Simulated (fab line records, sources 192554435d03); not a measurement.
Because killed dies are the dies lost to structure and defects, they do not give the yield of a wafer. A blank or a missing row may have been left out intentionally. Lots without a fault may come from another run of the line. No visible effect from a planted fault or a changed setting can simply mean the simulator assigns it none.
Lot-split experiment || flow n5 finfet || on a route of 1938 steps: 7 lots, 21 wafers read

== THE SPLIT ==
At N5_BEOL_M5_EXPOSE_08 (exposes mask M5, target cd 28 nm), the setting dose mj was moved away from the recipe's 35.75 on 8 of the 21 wafers read, by -6.8% to +6.9%. This setting was run at the recipe's value on the other wafers.

== FROM THE SPLIT TO THE READING: what the file shows between them, 19 steps ==
- N5_BEOL_M5_PEB_09: peb time 60 s
- N5_BEOL_M5_DEVELOP_10: develop time 30 s
- N5_BEOL_M5_CD_MEAS_11: target cd 27.74 nm
- N5_BEOL_M5_DESCUM_16: chemistry O2, time 7 s
- N5_BEOL_M5_ETCH_72: etches underlayer in N2/H2, target depth 6.5 nm, time 5.2 s
- N5_BEOL_M5_ETCH_61: etches SiARC in CF4, target depth 15.6 nm, time 26 s
- N5_BEOL_M5_ETCH_62: etches SOC in N2/H2, target depth 75 nm, overetch 15 nm, time 112.5 s
- N5_BEOL_M5_STRIP_63: strips in N2/H2
- N5_BEOL_M5_STRIP_73: strips in N2/H2
- N5_BEOL_M5_STRIP_64: strips in CF4
- N5_BEOL_M5_HM_OPEN_17: chemistry Cl2/BCl3, target TiN, target depth 20 nm, overetch 6 nm
- N5_BEOL_M5_STRIP_19: strips in O2
- N5_BEOL_M5_DESCUM_33: chemistry O2, time 7 s
- N5_BEOL_M5_ETCH_75: etches underlayer in N2/H2, target depth 6.5 nm, time 5.2 s
- N5_BEOL_M5_ETCH_67: etches SiARC in CF4, target depth 15.6 nm, time 26 s
- N5_BEOL_M5_ETCH_68: etches SOC in N2/H2, target depth 80 nm, overetch 16 nm, time 120 s
- N5_BEOL_M5_STRIP_69: strips in N2/H2
- N5_BEOL_M5_PRECLEAN_42: cleans in residue remover, time 60 s
- N5_BEOL_M5_SRD_43: time 30 s

== THE READING ==
cd nm, in nm, at N5_BEOL_M5_CD_MEAS_35 (target cd 28 nm, target cd y 24 nm). A value of 27.9 nm with a standard deviation of 0.36 nm is what fault-free wafers of this fab line usually give.

{"wafer": "L080.2", "tool, chamber at the split": "euv scanner-02, 0", "dose mj as run": 35.75, "against the recipe": "recipe", "cd nm, nm": 28.3, "against lot-mates on the recipe": "-"}
{"wafer": "L080.3", "tool, chamber at the split": "euv scanner-02, 0", "dose mj as run": 35.75, "against the recipe": "recipe", "cd nm, nm": 28.6, "against lot-mates on the recipe": "-"}
{"wafer": "L080.4", "tool, chamber at the split": "euv scanner-02, 0", "dose mj as run": 36.69, "against the recipe": "+2.6%", "cd nm, nm": 28.6, "against lot-mates on the recipe": "+0.1"}
{"wafer": "L084.1", "tool, chamber at the split": "euv scanner-02, 0", "dose mj as run": 35.75, "against the recipe": "recipe", "cd nm, nm": 27.8, "against lot-mates on the recipe": "-"}
{"wafer": "L084.3", "tool, chamber at the split": "euv scanner-02, 0", "dose mj as run": 34.37, "against the recipe": "-3.9%", "cd nm, nm": 27.2, "against lot-mates on the recipe": -0.7}
{"wafer": "L084.4", "tool, chamber at the split": "euv scanner-02, 0", "dose mj as run": 35.75, "against the recipe": "recipe", "cd nm, nm": 27.9, "against lot-mates on the recipe": "-"}
{"wafer": "L091.2", "tool, chamber at the split": "euv scanner-02, 0", "dose mj as run": 35.75, "against the recipe": "recipe", "cd nm, nm": 28.1, "against lot-mates on the recipe": "-"}
{"wafer": "L091.4", "tool, chamber at the split": "euv scanner-02, 0", "dose mj as run": 33.31, "against the recipe": "-6.8%", "cd nm, nm": 26.4, "against lot-mates on the recipe": -1.7}
{"wafer": "L091.6", "tool, chamber at the split": "euv scanner-02, 0", "dose mj as run": 33.31, "against the recipe": "-6.8%", "cd nm, nm": 26.4, "against lot-mates on the recipe": -1.7}
{"wafer": "L093.1", "tool, chamber at the split": "euv scanner-02, 0", "dose mj as run": 34.37, "against the recipe": "-3.9%", "cd nm, nm": 26.3, "against lot-mates on the recipe": -1.1}
{"wafer": "L093.3", "tool, chamber at the split": "euv scanner-02, 0", "dose mj as run": 35.75, "against the recipe": "recipe", "cd nm, nm": 27.2, "against lot-mates on the recipe": "-"}
{"wafer": "L093.5", "tool, chamber at the split": "euv scanner-02, 0", "dose mj as run": 35.75, "against the recipe": "recipe", "cd nm, nm": 27.5, "against lot-mates on the recipe": "-"}
{"wafer": "L095.1", "tool, chamber at the split": "euv scanner-01, 0", "dose mj as run": 35.75, "against the recipe": "recipe", "cd nm, nm": 28.2, "against lot-mates on the recipe": "-"}
{"wafer": "L095.3", "tool, chamber at the split": "euv scanner-01, 0", "dose mj as run": 38.21, "against the recipe": "+6.9%", "cd nm, nm": 29.4, "against lot-mates on the recipe": "+1.2"}
{"wafer": "L095.6", "tool, chamber at the split": "euv scanner-01, 0", "dose mj as run": 38.21, "against the recipe": "+6.9%", "cd nm, nm": 29.2, "against lot-mates on the recipe": "+1.0"}
{"wafer": "L096.1", "tool, chamber at the split": "euv scanner-01, 0", "dose mj as run": 35.75, "against the recipe": "recipe", "cd nm, nm": 27.4, "against lot-mates on the recipe": "-"}
{"wafer": "L096.2", "tool, chamber at the split": "euv scanner-01, 0", "dose mj as run": 35.75, "against the recipe": "recipe", "cd nm, nm": 27.6, "against lot-mates on the recipe": "-"}
{"wafer": "L096.4", "tool, chamber at the split": "euv scanner-01, 0", "dose mj as run": 36.59, "against the recipe": "+2.3%", "cd nm, nm": 28.4, "against lot-mates on the recipe": "+0.9"}
{"wafer": "L097.1", "tool, chamber at the split": "euv scanner-01, 0", "dose mj as run": 35.75, "against the recipe": "recipe", "cd nm, nm": 28.0, "against lot-mates on the recipe": "-"}
{"wafer": "L097.2", "tool, chamber at the split": "euv scanner-01, 0", "dose mj as run": 35.75, "against the recipe": "recipe", "cd nm, nm": 27.7, "against lot-mates on the recipe": "-"}
{"wafer": "L097.3", "tool, chamber at the split": "euv scanner-01, 0", "dose mj as run": 35.75, "against the recipe": "recipe", "cd nm, nm": 28.1, "against lot-mates on the recipe": "-"}

THE FIT
A straight line over all 21 wafers: cd nm changes by +0.224 nm for each +1% of dose mj; r = +0.91; the points scatter about the line by 0.36 nm.
The same after taking each lot's own level away (the mean of its wafers on the recipe; 21 wafers): +0.205 nm for each +1%; r = +0.96; scatter 0.22 nm.
On that fit, the largest move of dose mj shifts the reading by 1.4 nm.
The span of the lots' own levels, 27.35 to 28.45 nm, comes to 3.1 times the standard deviation stated above.
So the lot-to-lot level changes the slope little: the two slopes agree.
Check: +1.4 nm against its lot-mates is what the line predicts for one of the wafers moved furthest among these (+6.9%) when that wafer is left out of the fit. It came out at +1.2 nm against them.

== THE OTHER SPLITS THESE WAFERS WENT THROUGH ==
These wafers also went through other splits before the reading. Each is held against what the fit with the lots' levels taken away leaves over:
{"other split on the same wafers": "N5_BEOL_M2_ETCH_69 bias w", "wafers away from the commonest value": 5, "r with cd nm (lot level and that fit taken away)": "+0.20"}
{"other split on the same wafers": "N5_BEOL_M2_TRENCH_ETCH_37 bias w", "wafers away from the commonest value": 7, "r with cd nm (lot level and that fit taken away)": "+0.21"}
{"other split on the same wafers": "N5_BEOL_M3_COAT_22 spin rpm", "wafers away from the commonest value": 4, "r with cd nm (lot level and that fit taken away)": "+0.06"}
{"other split on the same wafers": "N5_BEOL_M3_EXPOSE_25 dose mj", "wafers away from the commonest value": 5, "r with cd nm (lot level and that fit taken away)": "+0.13"}
{"other split on the same wafers": "N5_BEOL_M5_COAT_59 spin rpm", "wafers away from the commonest value": 4, "r with cd nm (lot level and that fit taken away)": "+0.44"}

== THE WHOLE CHAIN: every reading that the file lists as answering this split, in the file's order ==
{"step": "N5_BEOL_M5_CD_MEAS_11", "what it does": "target cd 27.74 nm", "reading": "cd nm", "change (the file's fit)": "+0.199 nm for each +1% of the setting", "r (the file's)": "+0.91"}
{"step": "N5_BEOL_M5_DESCUM_16", "what it does": "chemistry O2, time 7 s", "reading": "BEOL_M5.cd nm (the simulator's own value, which no gauge read)", "change (the file's fit)": "+0.211 nm for each +1% of the setting", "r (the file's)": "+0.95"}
{"step": "N5_BEOL_M5_ETCH_72", "what it does": "etches underlayer in N2/H2, target depth 6.5 nm, time 5.2 s", "reading": "BEOL_M5.cd nm (the simulator's own value, which no gauge read)", "change (the file's fit)": "+0.235 nm for each +1% of the setting", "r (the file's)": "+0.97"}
{"step": "N5_BEOL_M5_ETCH_75", "what it does": "etches underlayer in N2/H2, target depth 6.5 nm, time 5.2 s", "reading": "BEOL_M5.cd nm (the simulator's own value, which no gauge read)", "change (the file's fit)": "+0.238 nm for each +1% of the setting", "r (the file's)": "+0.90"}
{"step": "N5_BEOL_M5_ETCH_67", "what it does": "etches SiARC in CF4, target depth 15.6 nm, time 26 s", "reading": "BEOL_M5.cd nm (the simulator's own value, which no gauge read)", "change (the file's fit)": "+0.221 nm for each +1% of the setting", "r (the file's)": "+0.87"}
{"step": "N5_BEOL_M5_CD_MEAS_35", "what it does": "target cd 28 nm, target cd y 24 nm", "reading": "cd nm", "change (the file's fit)": "+0.208 nm for each +1% of the setting", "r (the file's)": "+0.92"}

== FILE'S OWN FIT ==
cd nm changes by +0.208 nm for each +1% of dose mj, r = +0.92.
